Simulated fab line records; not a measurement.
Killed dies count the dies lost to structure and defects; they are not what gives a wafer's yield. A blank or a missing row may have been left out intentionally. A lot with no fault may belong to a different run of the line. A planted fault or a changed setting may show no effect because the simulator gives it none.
fab line records -- flow nand-harc
record: lots: 5, wafers: 15, last-day: 24
route steps=1159 shown P_ZERO_WELL@44 END@1159
lots untouched by any fault: they come from a run of this same line in which no faults occurred
start-h: hours from the record's opening day to when the first of the lot's shown wafers began -- wait-h: hours elapsed since this lot's preceding step -- " unchanged from the row above -- L1.1+2: several wafers, shown together as one row -- - no value, or no start was given -- * or withheld: withheld -- < > ~ a bound
route shown NAME@n: a module of which the file shows steps, and the number in the route of the first -- usual: mean and standard deviation over wafers with no fault -- same: alike in all rows -- chamber/n: place in a boat -- sites: each site's reading -- _std_site: the standard deviation of these -- _edge_site: outer sites' mean less inner sites' -- radius-mm: how far each site lies from the wafer's centre -- mask NAME#n: copy n -- behind: the last tool/chamber to shape the wafer -- hold: why the lot was held/for how many hours/how that ended -- device: the n, p or np transistor that did not switch -- end of line: the tests these same wafers got at the end of their route -- step lacking rows: just its recipe -- killed: dies lost to structure and defects at the first sort, not the wafer's yield -- map: dies across one wafer; x = killed, . = not, _ = none there
set.NAME: the run value of the setting; set.NAME@STEP: its run value at that earlier step -- model.NAME: the simulator's own value behind a step, which no gauge read
certain route steps with their lots: each step a table, each wafer a row
services: the hour from which a tool's chamber was out of use, counted from the record's first day as start-h (under 0 if before that day), plus the number of hours and why
== steps ==
step: NHARC_P_ZERO_WELL_CD_MEAS_37
recipe: target-cd-nm: 720, landing-energy-ev: 500
usual: cd-nm: 720.4/1.7
lot.wafer,tool,chamber,start-h,wait-h,cd-nm
L321.1,cd-sem-03,0,28.04,-,719.5
L321.2,cd-sem-03,0,28.04,-,718.5
L321.6,cd-sem-03,0,28.04,-,718.8
L329.3,cd-sem-02,0,76.20,-,722.9
L329.4,cd-sem-02,0,76.20,-,720.6
L329.6,cd-sem-02,0,76.20,-,720.7
L334.1,cd-sem-01,0,106.14,-,719.2
L334.3,cd-sem-01,0,106.14,-,721.7
L334.6,cd-sem-01,0,106.14,-,719.5
L340.2,cd-sem-02,0,142.29,-,721.6
L340.3,cd-sem-02,0,142.29,-,720.7
L340.5,cd-sem-02,0,142.29,-,722.6
L341.2,cd-sem-02,0,148.27,-,718.1
L341.3,cd-sem-02,0,148.27,-,719.8
L341.5,cd-sem-02,0,148.27,-,720.8
step: NHARC_P_ZERO_WELL_HARDBAKE_38
recipe: temp-c: 125, time-s: 80
step: NHARC_P_ZERO_WELL_DESCUM_39
recipe: time-s: 3, o2-flow-sccm: 200, ar-flow-sccm: 0, bias-power-w: 0, chemistry: O2
usual: drypump-motor-current-A: 5.9/0.53, oes-product-au: 0.998/0.0097, rf-vpp-V: 57.9/0.94, showerhead-plenum-p-Torr: 1.90/0.084, throttle-valve-pct: 11.313/0.0095
same: bias-power-w: 0
lot.wafer,tool,chamber,start-h,wait-h,drypump-motor-current-A,oes-product-au,rf-hours-counter-h,rf-vpp-V,showerhead-plenum-p-Torr,throttle-valve-pct
L321.1,rie-diel-04,3,28.22,-,6.0,0.999,8,56.9,1.93,11.305
L321.2,rie-diel-04,1,28.22,-,5.4,0.990,8,57.3,1.95,11.319
L321.6,rie-diel-04,0,28.22,-,5.8,0.978,-,56.6,1.91,11.304
L329.3,rie-diel-12,3,76.37,-,6.1,0.991,3,57.3,2.05,11.315
L329.4,rie-diel-12,1,76.37,-,5.8,1.002,4,57.8,1.79,11.311
L329.6,rie-diel-12,0,76.37,-,5.7,0.989,-,56.8,1.83,11.300
L334.1,rie-diel-12,3,106.32,-,6.1,0.998,4,57.6,2.05,11.296
L334.3,rie-diel-12,3,106.32,-,6.2,1.005,-,58.0,2.05,11.328
L334.6,rie-diel-12,2,106.32,-,6.6,1.008,-,57.1,2.01,11.311
L340.2,rie-diel-04,3,142.45,-,6.0,1.006,1,57.5,1.92,11.307
L340.3,rie-diel-04,1,142.45,-,5.4,1.004,1,57.9,1.95,11.311
L340.5,rie-diel-04,3,142.45,-,6.0,1.002,-,59.3,1.92,11.327
L341.3,rie-diel-12,1,148.42,-,5.8,1.002,8,58.2,1.78,11.321
L341.2,rie-diel-12,2,148.42,-,6.6,1.005,8,57.9,2.01,11.316
L341.5,rie-diel-12,1,148.42,-,5.8,1.004,-,57.8,1.78,11.313
step: NHARC_P_ZERO_WELL_IMPLANT_40
recipe: energy-kev: 300, dose-cm2: 1e+13, tilt-deg: 7
step: NHARC_P_ZERO_WELL_IMPLANT_59
recipe: energy-kev: 120, dose-cm2: 5e+12, tilt-deg: 7
step: NHARC_P_ZERO_WELL_IMPLANT_60
recipe: energy-kev: 30, dose-cm2: 2e+12, tilt-deg: 7
step: NHARC_P_ZERO_WELL_STRIP_41
recipe: time-s: 840, temp-c: 130, chemistry: SPM
step: NHARC_P_ZERO_WELL_DEHYDRATE_44
recipe: temp-c: 150, time-s: 120
step: NHARC_P_ZERO_WELL_HMDS_45
recipe: time-s: 30
step: NHARC_P_ZERO_WELL_COAT_46
recipe: spin-rpm: withheld
step: NHARC_P_ZERO_WELL_SOFTBAKE_47
recipe: temp-c: 122, time-s: 95
step: NHARC_P_ZERO_WELL_EBR_48
step: NHARC_P_ZERO_WELL_EXPOSE_49
recipe: na: 0.6, target-cd-nm: 2000, dose-mj: 22.64, mask-id: P_HVPW
usual: exposure-dose-mJ-cm2: 22.634/0.021
lot.wafer,tool,chamber,start-h,wait-h,mask,exposure-dose-mJ-cm2
L321.1,krf-scanner-02,0,29.56,-,P_NWELL#0,22.664
L321.2,krf-scanner-02,0,29.56,-,P_NWELL#0,22.614
L321.6,krf-scanner-02,0,29.56,-,P_NWELL#0,22.626
L329.3,krf-scanner-02,0,77.76,-,P_HVPW#0,22.624
L329.4,krf-scanner-02,0,77.76,-,P_HVPW#0,22.610
L329.6,krf-scanner-02,0,77.76,-,P_HVPW#0,22.629
L334.1,krf-scanner-04,0,107.60,-,P_HVPW#0,22.612
L334.3,krf-scanner-04,0,107.60,-,P_HVPW#0,22.626
L334.6,krf-scanner-04,0,107.60,-,P_HVPW#0,22.661
L340.2,krf-scanner-01,0,143.65,-,P_HVPW#0,22.646
L340.3,krf-scanner-01,0,143.65,-,P_HVPW#0,22.609
L340.5,krf-scanner-01,0,143.65,-,P_HVPW#0,22.631
L341.2,krf-scanner-01,0,149.63,-,P_HVPW#0,22.628
L341.3,krf-scanner-01,0,149.63,-,P_HVPW#0,22.587
L341.5,krf-scanner-01,0,149.63,-,P_HVPW#0,22.609
step: NHARC_P_ZERO_WELL_PEB_50
recipe: peb-temp-c: 118, peb-time-s: 85
step: NHARC_P_ZERO_WELL_DEVELOP_51
recipe: time-s: 70
step: NHARC_P_ZERO_WELL_CD_MEAS_52
recipe: target-cd-nm: 2000, landing-energy-ev: 500
usual: cd-nm: 2000.9/1.8
lot.wafer,tool,chamber,start-h,wait-h,cd-nm
L321.1,cd-sem-03,0,29.72,-,-
L321.2,cd-sem-03,0,29.72,-,-
L321.6,cd-sem-03,0,29.72,-,-
L329.3,cd-sem-03,0,77.91,-,2000.9
L329.4,cd-sem-03,0,77.91,-,2001.7
L329.6,cd-sem-03,0,77.91,-,2000.1
L334.1,cd-sem-01,0,107.75,-,2002.7
L334.3,cd-sem-01,0,107.75,-,2004.9
L334.6,cd-sem-01,0,107.75,-,2002.1
L340.2,cd-sem-02,0,143.80,-,2001.7
L340.3,cd-sem-02,0,143.80,-,2000.6
L340.5,cd-sem-02,0,143.80,-,2001.3
L341.2,cd-sem-03,0,149.79,-,2001.5
L341.3,cd-sem-03,0,149.79,-,2000.1
L341.5,cd-sem-03,0,149.79,-,2000.4
step: NHARC_P_ZERO_WELL_HARDBAKE_53
recipe: temp-c: 125, time-s: 80
step: NHARC_END_SORT_01
recipe: temp-c: 25
usual: killed-at-array: 28/11, killed-at-other: 0.6/0.85, killed-at-periphery: 2.8/2.3, killed-dies: 31/11, killed-open: 3.1/1.6, killed-short: 2.0/1.4
same: gross-dies: 677
lot.wafer,tool,chamber,start-h,wait-h,killed-at-array,killed-at-other,killed-at-periphery,killed-dies,killed-open,killed-short
L321.1,prober-02,0,455.52,2.5,14,1,662,677,3,5
L321.2,prober-02,0,456.33,2.8,8,3,666,677,2,0
L321.6,prober-02,0,459.57,4.0,12,0,665,677,3,1
L340.2,prober-01,0,581.49,2.8,50,0,0,50,0,2
L340.3,prober-01,0,582.29,3.1,58,0,1,59,3,1
L340.5,prober-01,0,583.89,3.7,46,0,3,49,3,2
killed by level:class
L321.1 P_ZERO_WELL:area-expose=660 A_WL_FILL:chamber-film-flake=4 A_STAIRCASE:chamber-film-flake=3 A_CONTACT:geometric-particle:open=2 P_GATE:geometric-particle:short=1 P_CONTACT:geometric-particle:short=1 A_SOURCE_PLATE:geometric-particle:open=1 A_CHANNEL_FILL_D1:geometric-particle:short=1
L321.2 P_ZERO_WELL:area-expose=664 A_CHANNEL_HOLE_D1:chamber-film-flake=3 A_CONTACT:chamber-film-flake=3 THIN_TSV:chamber-film-flake=3 P_CONTACT:geometric-particle:open=1 A_CONTACT:geometric-particle:open=1 P_GATE:chamber-film-flake=1 A_STAIRCASE:chamber-film-flake=1
L321.6 P_ZERO_WELL:area-expose=659 A_CHANNEL_HOLE_D1:chamber-film-flake=3 A_WL_FILL:chamber-film-flake=3 P_STI:chamber-film-flake=2 A_CHANNEL_FILL_D1:chamber-film-flake=2 P_STI:geometric-particle:short=1 P_CONTACT:geometric-particle:open=1 P_M2:geometric-particle:open=1
L340.2 A_CHANNEL_HOLE_D1:chamber-film-flake=24 A_SLIT:chamber-film-flake=18 A_CONTACT:chamber-film-flake=3 A_WL_FILL:chamber-film-flake=2 A_ONON_D1:geometric-particle:short=1 A_WL_FILL:geometric-particle:short=1 A_SGD_CUT:chamber-film-flake=1
L340.3 A_CHANNEL_HOLE_D1:chamber-film-flake=31 A_SLIT:chamber-film-flake=18 A_CONTACT:chamber-film-flake=4 A_SGD_CUT:chamber-film-flake=2 P_M1:geometric-particle:open=1 A_CHANNEL_FILL_D1:geometric-particle:open=1 A_WL_FILL:geometric-particle:open=1 A_M0:geometric-particle:short=1
L340.5 A_SLIT:chamber-film-flake=17 A_CHANNEL_HOLE_D1:chamber-film-flake=17 A_CONTACT:chamber-film-flake=5 P_GATE:geometric-particle:open=1 P_M0:geometric-particle:short=1 A_ONON_D1:geometric-particle:short=1 A_ONON_D1:geometric-particle:open=1 A_CHANNEL_FILL_D1:geometric-particle:open=1
map L321.1 (x killed, . not)
____________x____________
_________xxxxxxx_________
_______xxxxxxxxxxx_______
______xxxxxxxxxxxxx______
_____xxxxxxxxxxxxxxx_____
____xxxxxxxxxxxxxxxxx____
____xxxxxxxxxxxxxxxxx____
___xxxxxxxxxxxxxxxxxxx___
___xxxxxxxxxxxxxxxxxxx___
__xxxxxxxxxxxxxxxxxxxxx__
__xxxxxxxxxxxxxxxxxxxxx__
_xxxxxxxxxxxxxxxxxxxxxxx_
_xxxxxxxxxxxxxxxxxxxxxxx_
_xxxxxxxxxxxxxxxxxxxxxxx_
_xxxxxxxxxxxxxxxxxxxxxxx_
_xxxxxxxxxxxxxxxxxxxxxxx_
xxxxxxxxxxxxxxxxxxxxxxxxx
xxxxxxxxxxxxxxxxxxxxxxxxx
xxxxxxxxxxxxxxxxxxxxxxxxx
xxxxxxxxxxxxxxxxxxxxxxxxx
xxxxxxxxxxxxxxxxxxxxxxxxx
_xxxxxxxxxxxxxxxxxxxxxxx_
_xxxxxxxxxxxxxxxxxxxxxxx_
_xxxxxxxxxxxxxxxxxxxxxxx_
_xxxxxxxxxxxxxxxxxxxxxxx_
_xxxxxxxxxxxxxxxxxxxxxxx_
__xxxxxxxxxxxxxxxxxxxxx__
__xxxxxxxxxxxxxxxxxxxxx__
___xxxxxxxxxxxxxxxxxxx___
___xxxxxxxxxxxxxxxxxxx___
____xxxxxxxxxxxxxxxxx____
____xxxxxxxxxxxxxxxxx____
_____xxxxxxxxxxxxxxx_____
______xxxxxxxxxxxxx______
_______xxxxxxxxxxx_______
_________xxxxxxx_________
____________x____________
map L329.3 (x killed, . not)
____________.____________
_________......._________
_______......x...._______
______.....x.......______
_____x.............._____
____.............x...____
____.................____
___...................___
___..........x........___
__.....................__
__.....................__
_..........x.....x......_
_................x......_
_.........x............._
_......................._
_x..x.x................._
.............x...........
.........x.....x.........
......x..................
.........................
.........................
_.....................x._
_.x....................._
_.............x........._
_.................x....._
_......................._
__..x..................__
__.....................__
___...................___
___................x..___
____............x....____
____.................____
_____..............._____
______.............______
_______..........._______
_________......._________
____________.____________
== services ==
tool,chamber,start-h,hours,kind
rie-diel-12,0,4.45,-,clean
rie-diel-12,1,4.45,-,clean
rie-diel-12,2,4.45,-,clean
rie-diel-12,3,4.45,-,clean
rie-diel-12,-,25.40,9.0,pm
rie-diel-12,0,25.40,9.0,vent-cycle
rie-diel-12,1,25.40,9.0,vent-cycle
rie-diel-12,2,25.40,9.0,vent-cycle
rie-diel-12,3,25.40,9.0,vent-cycle
rie-diel-12,0,34.40,-,clean
rie-diel-12,1,34.40,-,clean
rie-diel-12,2,34.40,-,clean
rie-diel-12,3,34.40,-,clean
krf-scanner-02,-,38.00,4.0,pm
rie-diel-04,-,43.10,0.7,repair
rie-diel-12,0,58.90,-,clean
rie-diel-12,1,58.90,-,clean
krf-scanner-01,-,80.29,1.0,repair
rie-diel-12,-,83.67,0.4,repair
krf-scanner-01,-,86.01,4.0,pm
rie-diel-12,0,98.29,29.2,repair
rie-diel-12,1,103.57,3.7,repair
rie-diel-04,-,111.90,9.0,pm
krf-scanner-04,-,125.93,16.3,repair
== key ==
first-sign: step: NHARC_P_ZERO_WELL_EXPOSE_49, reading: mask, direction: changed
effect: step: NHARC_P_ZERO_WELL_CD_MEAS_52, reading: cd-nm, direction: missing
effect: step: NHARC_END_SORT_01, reading: killed-at-periphery, direction: up, sigmas: 99+, usual: 2.8, struck: 664.3
more-kills-born-at: NHARC_P_ZERO_WELL_EXPOSE_49@krf-scanner-02: 1983
met-at NHARC_P_ZERO_WELL_EXPOSE_49
struck-wafers L321.1,L321.2,L321.6
later-rows-left-out L321.1,L321.2,L321.6
tester-left-out L321
fault: kind: wrong-mask, tool: any, chamber: -, onset-h: 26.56, steps: NHARC_P_ZERO_WELL_EXPOSE_49, aux-copy: P_NWELL#0, scope: struck-lots-only
tester-left-out: of these lots the tester's yield and bins aren't shown, on N5 and GAA mostly nor the transistor test; their killed dies are dies lost to structure and defects alone, not to doping, threshold or leakage, so they don't give the yield
later-rows-left-out: the simulator's readings of these wafers behind a module that went badly wrong aren't trusted and aren't shown, but for the sort
